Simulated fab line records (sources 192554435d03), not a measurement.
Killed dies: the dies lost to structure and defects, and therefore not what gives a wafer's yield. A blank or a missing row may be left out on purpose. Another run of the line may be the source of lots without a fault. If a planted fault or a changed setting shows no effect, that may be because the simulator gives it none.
Matching of chambers	flow n5-finfet	3 sister chambers for N5_BEOL_M4_CO_CAP_55 on cvd-co-02
The step material Co, precursor CCTBA/H2, target thk 2 nm, time 102.1 s. 3 wafers are shown with their chamber, then 7 later ones without.

## WAFERS, EACH WITH ITS CHAMBER
wafer	chamber	heater-power-w (W)
L366.1	2	233
L372.1	1	195
L373.5	0	289

## WAFERS WITHOUT THEIR CHAMBER
wafer	heater-power-w (W)
L373.6	194
L380.1	193
L380.2	240
L380.3	299
L381.1	236
L381.4	241
L381.5	296

## WHICH CHAMBER EACH WENT THROUGH
wafer	from the rows above	in truth
L373.6	1	1
L380.1	1	1
L380.2	2	2
L380.3	0	0
L381.1	2	2
L381.4	2	2
L381.5	0	0
7 of 7 placed correctly. Left unplaced by these rows: 0. Placed wrongly: 0.
How it was worked out, from the rows above alone: a wafer's distance from a chamber is the root of the sum, over the readings, of the square of ((its reading less the chamber's mean) divided by the reading's scatter). The wafer belongs to the nearest chamber; if the next one is less than 2 further off, it can't be placed. Each chamber's mean is taken over the wafers shown for it. The scatter: root of mean squared gap, hidden wafer to nearest shown wafer, with one shown wafer a chamber.
